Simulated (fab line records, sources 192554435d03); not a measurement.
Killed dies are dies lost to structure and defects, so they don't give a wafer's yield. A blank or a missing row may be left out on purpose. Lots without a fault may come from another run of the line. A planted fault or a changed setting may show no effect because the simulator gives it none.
fab line records | flow n5_finfet
record lots=4 wafers=12 last_day=17
route steps=1938 shown HKMG_FIN@397 BEOL_M4@1111 PASSIVATION@1936
lots that met no fault: from a run of the same line without faults
start_h: hours from the record's first day to the start of the lot's first wafer shown | wait_h: hours since the lot's step before | " the same as in the row above | L1.1+2: a row that stands for several wafers | - no value, or no start given | * or withheld: withheld | < > ~ a bound
route shown NAME@n: a module of which the file shows steps, and the number in the route of the first | usual: mean/standard deviation of fault-free wafers | same: alike in all rows | chamber/n: place in a boat | sites: the reading at each site | _std_site: their standard deviation | _edge_site: outer sites' mean less inner sites' | radius_mm: how far each site lies from the wafer's centre | mask NAME#n: copy n | behind: the tool/chamber that last shaped the wafer | hold: why the lot was held/for how many hours/how that ended | device: the transistor (n, p or np) that didn't switch | end of line: the same wafers' tests at the end of the route | a step without rows: its recipe alone | killed: dies lost to structure and defects at the first sort, not the wafer's yield | map: a wafer's dies, x killed, . not, _ none there
set.NAME: the setting as run; set.NAME@STEP: as run at that earlier step | model.NAME: the simulator's own value behind a step, which no gauge read
lots at some steps of the route; a table a step, a row a wafer
services: from which hour (start_h, from the record's first day; less than 0 if before it) a tool's chamber was out of use, for how many hours, and why
## steps
# step N5_HKMG_FIN_DEVELOP_48
# recipe develop_time_s=30 developer=TMAH resist=CAR-ArF rinse_liquid=diw dry=air_spin dev_temp_c=23
# step N5_HKMG_FIN_DESCUM_53
# recipe chemistry=O2 time_s=7.9 source_power_w=50 bias_power_w=20 pressure_mtorr=20 rf_frequency_hz=2.712e+07 temp_c=40 resist=CAR-ArF o2_flow_sccm=225
# step N5_HKMG_FIN_ETCH_54
# recipe chemistry=CF4 target=SiARC target_depth_a=455 mask_material=CAR-ArF time_s=75.8 ion_energy_ev=80 pressure_mtorr=40 source_w=545 bias_w=36 Ar_flow_sccm=100 cf4_flow_sccm=100 ends=cleared
# step N5_HKMG_FIN_ETCH_55
# recipe chemistry=N2/H2 target=SOC target_depth_a=2400 temp_c=40 time_s=300 ion_energy_ev=200 mask_material=SiARC pressure_mtorr=30 source_w=840 bias_w=150 n2_flow_sccm=200 h2_flow_sccm=200
# step N5_HKMG_FIN_STRIP_56
# recipe chemistry=N2/H2 temp_c=40 n2_flow_sccm=200 h2_flow_sccm=200 rf_frequency_hz=6e+07
# step N5_HKMG_FIN_STRIP_57
# recipe chemistry=CF4 resist=SiARC power_w=300 bias_power_w=75 pressure_mtorr=50 cf4_flow_sccm=150 rf_frequency_hz=6e+07
# step N5_HKMG_FIN_ETCH_58
# recipe chemistry=N2/H2 target=SOC target_depth_a=2158 ion_energy_ev=50 bias_w=13 time_s=741 pressure_mtorr=30 source_w=875 n2_flow_sccm=200 h2_flow_sccm=200
# step N5_HKMG_FIN_STRIP_93
# recipe chemistry=N2/H2 material=SOC time_s=20 power_w=500 temp_c=40 pressure_mtorr=50 rf_frequency_hz=6e+07 bias_power_w=8 h2_frac=0.5 n2_flow_sccm=300 h2_flow_sccm=300
# step N5_HKMG_FIN_WET_ETCH_76
# recipe chemistry=dNH4OH mix=1:50 temp_c=25 target=Al2O3 stop_on=La2O3 target_depth_nm=2.25 dry=ipa_marangoni rinse_time_s=30 rinse_temp_c=23
# step N5_HKMG_FIN_STRIP_60
# recipe chemistry=N2/H2 power_w=2500 temp_c=300 h2_frac=0.65 time_s=360 pressure_mtorr=withheld n2_flow_sccm=1750 h2_flow_sccm=3250
# usual drypump_motor_current_A=5.9/0.82 h2_flow_sccm=3249/10 heater_power_w=455/18 n2_flow_sccm=1750/5.5
# columns lot.wafer tool chamber start_h wait_h drypump_motor_current_A h2_flow_sccm heater_power_w n2_flow_sccm rf_hours_counter_h model.SOC_of_HKMG_FIN_COAT_41.thk_nm
L890.1 plasma_asher-01 1 97.38 0.0 - - - - - 65.8
L890.5 " 1 " " - - - - - 79.8
L890.6 " 0 " " - - - - - 78
L891.1 plasma_asher-02 1 103.96 0.0 - - - - - 80.2
L891.4 " 0 " " - - - - - 80.8
L891.5 " 0 " " - - - - - 79.2
L903.1 plasma_asher-01 0 181.72 0.0 5.4 3229 472 1742 101 0
L903.3 " 0 " " 5.4 3259 494 1749 - 0
L903.5 " 1 " " 6.5 3220 455 1748 - 0
L907.3 plasma_asher-01 1 199.90 0.1 6.6 3241 451 1756 - 0
L907.4 " 0 " " 5.4 3251 473 1749 - 0
L907.6 " 1 " " 6.6 3231 461 1757 - 0
# step N5_HKMG_FIN_WET_ETCH_77
# recipe chemistry=dHCl mix=1:10000 temp_c=25 target=La2O3 stop_on=HfO2 target_depth_nm=2
# step N5_HKMG_FIN_WET_ETCH_78
# recipe chemistry=dNH4OH mix=1:50 temp_c=25 target=Al2O3 stop_on=La2O3 target_depth_nm=4.5 dry=ipa_marangoni rinse_time_s=30 rinse_temp_c=23
# step N5_HKMG_FIN_ALD_79
# recipe material=TiN target_thk_a=15 temp_c=400 ald_precursor_family=TiCl4 ald_co_reactant=NH3 pulse_time_s=1 purge_time_s=3 co_reactant_purge_time_s=2 co_reactant_pulse_time_s=2 ald_cycles=68 pressure_torr=3
# step N5_HKMG_FIN_CVD_62
# recipe material=a-Si target_thk_a=30 temp_c=500 precursor=Si2H6 pressure_torr=1 time_s=20.8
# step N5_HKMG_FIN_RTA_80
# recipe temp_c=withheld time_s=2 ambient=N2 idle_temp_c=600 ramp_up_c_per_s=150 ramp_down_c_per_s=60 cool_to_c=600
# step N5_HKMG_FIN_PRECLEAN_64
# recipe chemistry=dHF time_s=30 temp_c=25 dilution=withheld
# step N5_HKMG_FIN_WET_ETCH_65
# recipe chemistry=TMAH temp_c=70 conc_wt_pct=5 target=a-Si stop_on=TiN time_s=49 target_depth_nm=3
# step N5_HKMG_FIN_WET_ETCH_81
# recipe chemistry=SC1 target=TiN stop_on=HfO2 mix=1:1:5 temp_c=60 time_s=57 target_depth_nm=6
# step N5_HKMG_FIN_WET_ETCH_82
# recipe chemistry=dHCl mix=1:10000 temp_c=25 target=La2O3 stop_on=HfO2 target_depth_nm=2 dry=ipa_marangoni rinse_time_s=30 rinse_temp_c=23
# step N5_HKMG_FIN_ALD_36
# recipe material=TiN target_thk_a=10 temp_c=400 ald_precursor_family=TiCl4 ald_co_reactant=NH3 pulse_time_s=1 purge_time_s=3 co_reactant_purge_time_s=2 co_reactant_pulse_time_s=2 ald_cycles=47 pressure_torr=3
# step N5_HKMG_FIN_PWFM_ALD_03
# recipe material=TiN target_thk_a=20 temp_c=400 ald_precursor_family=TiCl4 ald_co_reactant=NH3 pulse_time_s=1 purge_time_s=3 co_reactant_purge_time_s=2 co_reactant_pulse_time_s=2 ald_cycles=91 pressure_torr=3
# step N5_HKMG_FIN_COAT_29
# recipe resist=SOC temp_c=250 time_s=60 spin_rpm=1500 resist_thk_nm=300
# step N5_HKMG_FIN_COAT_30
# recipe resist=SiARC temp_c=220 time_s=60 spin_rpm=1500 resist_thk_nm=35
# step N5_HKMG_FIN_COAT_06
# recipe resist=CAR-ArF spin_rpm=1500 resist_thk_nm=90
# step N5_HKMG_FIN_EBR_08
# recipe solvent=PGMEA ebr_width_mm=1.5
# step N5_HKMG_FIN_SOFTBAKE_07
# recipe temp_c=110 time_s=60 resist=CAR-ArF
# step N5_HKMG_FIN_EXPOSE_09
# recipe mask_id=NWFM na=1.35 source_shape=conventional sigma_outer=0.8 polarization=unpolarized dose_mj=39.25
# step N5_HKMG_FIN_PEB_10
# recipe peb_temp_c=withheld peb_time_s=60 resist=CAR-ArF
# step N5_HKMG_FIN_DEVELOP_11
# recipe develop_time_s=30 developer=TMAH resist=CAR-ArF dev_temp_c=23 rinse_liquid=diw dry=air_spin
# step N5_HKMG_FIN_INSPECT_14
# recipe mode=adi inspect_instrument=macro
# usual raw_defect_count=2.0/1.4
# columns lot.wafer tool chamber start_h wait_h raw_defect_count
L890.1 defect_inspect-02 - 99.92 0.0 20
L890.5 " - " " 14
L890.6 " - " " 21
L891.1 defect_inspect-02 - 106.49 0.0 20
L891.4 " - " " 24
L891.5 " - " " 21
L903.1 defect_inspect-02 - 184.05 0.0 0
L903.3 " - " " 3
L903.5 " - " " 2
L907.3 defect_inspect-02 - 202.44 0.0 4
L907.4 " - " " 0
L907.6 " - " " 2
# step N5_HKMG_FIN_DESCUM_17
# recipe chemistry=O2 time_s=7.9 source_power_w=50 bias_power_w=20 pressure_mtorr=20 rf_frequency_hz=2.712e+07 temp_c=40 resist=CAR-ArF o2_flow_sccm=225
# step N5_BEOL_M4_RC_MEAS_101
# usual DIBL_N=36.1/2 DIBL_P=36.3/2.4 IOFF_N=0.15/0.035 IOFF_P=0.21/0.039 ION_N=672/15 ION_P=463/9.7 SS_N=71.5/0.7 SS_P=73.2/0.75 VT_N=251/3.6 VT_P=-250/3.8
# columns lot.wafer tool chamber start_h wait_h DIBL_N[mV/V] DIBL_P[mV/V] IOFF_N[nA/um] IOFF_P[nA/um] ION_N[uA/um] ION_P[uA/um] SS_N[mV/dec] SS_P[mV/dec] VT_N[mV] VT_P[mV]
L903.1 prober-02 0 279.18 0.0 32.7 31.9 0.09 0.16 658 466 70.7 71.7 255 -251
L903.3 " 0 " " 36.9 36.4 0.15 0.22 658 455 71.9 72.9 254 -249
L903.5 " 0 " " 36.4 36.5 0.15 0.23 686 476 71.2 73.0 251 -248
L907.3 prober-01 0 307.08 0.3 35.9 34.8 0.16 0.19 665 456 71.4 73.5 248 -250
L907.4 " 0 " " 36.7 36.6 0.17 0.23 673 461 71.5 73.0 247 -249
L907.6 " 0 " " 39.8 40.9 0.26 0.30 695 473 73.1 75.1 241 -245
# step N5_PASSIVATION_PROBE_49
# usual defect_limited_yield=91.1/1.6 killed_at_M0_to_M3=35/11 killed_at_M4_up=13/5.4 killed_at_contacts=13/6.5 killed_at_front_end=40/14 killed_at_other=4/3.1 killed_dies=105/18 killed_on_rim=14/4.1 killed_open=69/14 killed_short=34/7.3 sort_bin_5_function=5.2/0.96 sort_bin_6_memory=3.4/0.77 sort_n_pass=1075/19 sort_yield_pct=91.1/1.6
# same gross_dies=1180 killed_at_back_side=0 sort_bin_4_leakage[%]=0 sort_bin_8_speed[%]=0
# columns lot.wafer tool chamber start_h wait_h defect_limited_yield[%] killed_at_M0_to_M3 killed_at_M4_up killed_at_contacts killed_at_front_end killed_at_other killed_dies killed_on_rim killed_open killed_short sort_bin_5_function[%] sort_bin_6_memory[%] sort_n_pass sort_yield_pct[%]
L890.1 prober-02 - 303.50 0.0 0 30 7 9 1134 0 1180 152 61 31 96.4 3.3 0 0
L890.5 prober-02 - 303.70 0.2 0 42 4 10 1114 10 1180 152 60 32 96.5 3.4 0 0
L890.6 prober-02 - 303.75 0.3 0 31 10 8 1128 3 1180 152 57 27 97.1 2.5 0 0
L891.1 prober-02 - 308.45 0.0 0 19 20 13 1126 2 1180 152 67 19 97.4 2.3 0 0
L891.4 prober-02 - 308.60 0.2 0 19 10 14 1137 0 1180 152 58 22 97.7 2.2 0 0
L891.5 prober-02 - 308.65 0.2 0 27 11 7 1133 2 1180 152 50 26 97.5 2.5 0 0
# killed by level:class
L890.1 HKMG_FIN:area_ald=1085 FIN_SAQP:geometric_particle:open=12 FIN_SAQP:geometric_particle:short=10 STI_FIN_REVEAL:geometric_particle:open=10 BEOL_M0_SAQP:geometric_particle:short=10 BEOL_M0_SAQP:geometric_particle:open=8 MOL_CONTACT_COAG:geometric_particle:open=7 DUMMY_GATE:geometric_particle:open=5
L890.5 HKMG_FIN:area_ald=1086 BEOL_M3:geometric_particle:open=11 MOL_CONTACT_COAG:geometric_particle:open=8 BEOL_M0_SAQP:geometric_particle:short=8 FIN_SAQP:geometric_particle:open=6 BEOL_M1:geometric_particle:open=6 DUMMY_GATE:geometric_particle:open=5 BEOL_M0_SAQP:geometric_particle:open=5
L890.6 HKMG_FIN:area_ald=1095 STI_FIN_REVEAL:geometric_particle:open=10 BEOL_M0_SAQP:geometric_particle:open=9 BEOL_M0_SAQP:geometric_particle:short=6 BEOL_M3:geometric_particle:open=6 FIN_SAQP:geometric_particle:open=5 FIN_SAQP:geometric_particle:short=5 MOL_CONTACT_COAG:geometric_particle:open=5
L891.1 HKMG_FIN:area_ald=1092 MOL_CONTACT_COAG:geometric_particle:open=12 BEOL_M1:geometric_particle:open=9 BEOL_M4:geometric_particle:open=8 DUMMY_GATE:geometric_particle:open=7 STI_FIN_REVEAL:geometric_particle:open=6 FIN_SAQP:geometric_particle:open=4 FIN_SAQP:geometric_particle:short=4
L891.4 HKMG_FIN:area_ald=1100 MOL_CONTACT_COAG:geometric_particle:open=12 FIN_SAQP:geometric_particle:open=10 DUMMY_GATE:geometric_particle:open=8 BEOL_M1:geometric_particle:open=5 FIN_SAQP:geometric_particle:short=4 BEOL_M2:geometric_particle:open=4 BEOL_M2:geometric_particle:short=4
L891.5 HKMG_FIN:area_ald=1102 BEOL_M1:geometric_particle:open=8 DUMMY_GATE:geometric_particle:short=7 STARTING-WAFER:geometric_particle:open=7 DUMMY_GATE:geometric_particle:open=6 MOL_CONTACT_COAG:geometric_particle:open=5 BEOL_M0:geometric_particle:open=4 BEOL_M3:geometric_particle:open=4
# map L890.1 (x killed, . not)
_________________xxxxxxxxxxxx________________
______________xxxxxxxxxxxxxxxxxx_____________
___________xxxxxxxxxxxxxxxxxxxxxxxx__________
__________xxxxxxxxxxxxxxxxxxxxxxxxxx_________
________xxxxxxxxxxxxxxxxxxxxxxxxxxxxxx_______
_______xxxxxxxxxxxxxxxxxxxxxxxxxxxxxxxx______
______xxxxxxxxxxxxxxxxxxxxxxxxxxxxxxxxxx_____
_____xxxxxxxxxxxxxxxxxxxxxxxxxxxxxxxxxxxx____
____xxxxxxxxxxxxxxxxxxxxxxxxxxxxxxxxxxxxxx___
___xxxxxxxxxxxxxxxxxxxxxxxxxxxxxxxxxxxxxxxx__
___xxxxxxxxxxxxxxxxxxxxxxxxxxxxxxxxxxxxxxxx__
__xxxxxxxxxxxxxxxxxxxxxxxxxxxxxxxxxxxxxxxxxx_
__xxxxxxxxxxxxxxxxxxxxxxxxxxxxxxxxxxxxxxxxxx_
_xxxxxxxxxxxxxxxxxxxxxxxxxxxxxxxxxxxxxxxxxxxx
_xxxxxxxxxxxxxxxxxxxxxxxxxxxxxxxxxxxxxxxxxxxx
_xxxxxxxxxxxxxxxxxxxxxxxxxxxxxxxxxxxxxxxxxxxx
_xxxxxxxxxxxxxxxxxxxxxxxxxxxxxxxxxxxxxxxxxxxx
_xxxxxxxxxxxxxxxxxxxxxxxxxxxxxxxxxxxxxxxxxxxx
_xxxxxxxxxxxxxxxxxxxxxxxxxxxxxxxxxxxxxxxxxxxx
_xxxxxxxxxxxxxxxxxxxxxxxxxxxxxxxxxxxxxxxxxxxx
_xxxxxxxxxxxxxxxxxxxxxxxxxxxxxxxxxxxxxxxxxxxx
__xxxxxxxxxxxxxxxxxxxxxxxxxxxxxxxxxxxxxxxxxx_
__xxxxxxxxxxxxxxxxxxxxxxxxxxxxxxxxxxxxxxxxxx_
___xxxxxxxxxxxxxxxxxxxxxxxxxxxxxxxxxxxxxxxx__
___xxxxxxxxxxxxxxxxxxxxxxxxxxxxxxxxxxxxxxxx__
____xxxxxxxxxxxxxxxxxxxxxxxxxxxxxxxxxxxxxx___
_____xxxxxxxxxxxxxxxxxxxxxxxxxxxxxxxxxxxx____
______xxxxxxxxxxxxxxxxxxxxxxxxxxxxxxxxxx_____
_______xxxxxxxxxxxxxxxxxxxxxxxxxxxxxxxx______
________xxxxxxxxxxxxxxxxxxxxxxxxxxxxxx_______
__________xxxxxxxxxxxxxxxxxxxxxxxxxx_________
___________xxxxxxxxxxxxxxxxxxxxxxxx__________
______________xxxxxxxxxxxxxxxxxx_____________
_________________xxxxxxxxxxxx________________
# map L891.1 (x killed, . not)
_________________xxxxxxxxxxxx________________
______________xxxxxxxxxxxxxxxxxx_____________
___________xxxxxxxxxxxxxxxxxxxxxxxx__________
__________xxxxxxxxxxxxxxxxxxxxxxxxxx_________
________xxxxxxxxxxxxxxxxxxxxxxxxxxxxxx_______
_______xxxxxxxxxxxxxxxxxxxxxxxxxxxxxxxx______
______xxxxxxxxxxxxxxxxxxxxxxxxxxxxxxxxxx_____
_____xxxxxxxxxxxxxxxxxxxxxxxxxxxxxxxxxxxx____
____xxxxxxxxxxxxxxxxxxxxxxxxxxxxxxxxxxxxxx___
___xxxxxxxxxxxxxxxxxxxxxxxxxxxxxxxxxxxxxxxx__
___xxxxxxxxxxxxxxxxxxxxxxxxxxxxxxxxxxxxxxxx__
__xxxxxxxxxxxxxxxxxxxxxxxxxxxxxxxxxxxxxxxxxx_
__xxxxxxxxxxxxxxxxxxxxxxxxxxxxxxxxxxxxxxxxxx_
_xxxxxxxxxxxxxxxxxxxxxxxxxxxxxxxxxxxxxxxxxxxx
_xxxxxxxxxxxxxxxxxxxxxxxxxxxxxxxxxxxxxxxxxxxx
_xxxxxxxxxxxxxxxxxxxxxxxxxxxxxxxxxxxxxxxxxxxx
_xxxxxxxxxxxxxxxxxxxxxxxxxxxxxxxxxxxxxxxxxxxx
_xxxxxxxxxxxxxxxxxxxxxxxxxxxxxxxxxxxxxxxxxxxx
_xxxxxxxxxxxxxxxxxxxxxxxxxxxxxxxxxxxxxxxxxxxx
_xxxxxxxxxxxxxxxxxxxxxxxxxxxxxxxxxxxxxxxxxxxx
_xxxxxxxxxxxxxxxxxxxxxxxxxxxxxxxxxxxxxxxxxxxx
__xxxxxxxxxxxxxxxxxxxxxxxxxxxxxxxxxxxxxxxxxx_
__xxxxxxxxxxxxxxxxxxxxxxxxxxxxxxxxxxxxxxxxxx_
___xxxxxxxxxxxxxxxxxxxxxxxxxxxxxxxxxxxxxxxx__
___xxxxxxxxxxxxxxxxxxxxxxxxxxxxxxxxxxxxxxxx__
____xxxxxxxxxxxxxxxxxxxxxxxxxxxxxxxxxxxxxx___
_____xxxxxxxxxxxxxxxxxxxxxxxxxxxxxxxxxxxx____
______xxxxxxxxxxxxxxxxxxxxxxxxxxxxxxxxxx_____
_______xxxxxxxxxxxxxxxxxxxxxxxxxxxxxxxx______
________xxxxxxxxxxxxxxxxxxxxxxxxxxxxxx_______
__________xxxxxxxxxxxxxxxxxxxxxxxxxx_________
___________xxxxxxxxxxxxxxxxxxxxxxxx__________
______________xxxxxxxxxxxxxxxxxx_____________
_________________xxxxxxxxxxxx________________
## services
# columns tool chamber start_h hours kind
plasma_asher-01 - 195.21 4.3 pm
## key
first_sign step=N5_HKMG_FIN_STRIP_60 reading=tool_record direction=missing
effect step=N5_HKMG_FIN_INSPECT_14 reading=raw_defect_count direction=up sigmas=13 usual=2.0 struck=20
effect step=N5_PASSIVATION_PROBE_49 reading=sort_bin_5_function direction=up sigmas=96 usual=5.2 struck=97.1
model_effect step=N5_HKMG_FIN_STRIP_60 value=SOC_of_HKMG_FIN_COAT_41.thk_nm without=0 struck=77.3
more_kills_born_at N5_HKMG_FIN_ALD_79@ald_metal-04=6560
met_at N5_HKMG_FIN_STRIP_60
struck_wafers L890.1,L890.5,L890.6,L891.1,L891.4,L891.5
later_rows_left_out L890.1,L890.5,L890.6,L891.1,L891.4,L891.5
fault kind=skipped_step_whole tool=plasma_asher-01,plasma_asher-02 chamber=- onset_h=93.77 steps=N5_HKMG_FIN_STRIP_60 scope=struck_lots_only
# later_rows_left_out: the simulator's readings of these wafers behind a module that went badly wrong aren't trusted and aren't shown, but for the sort
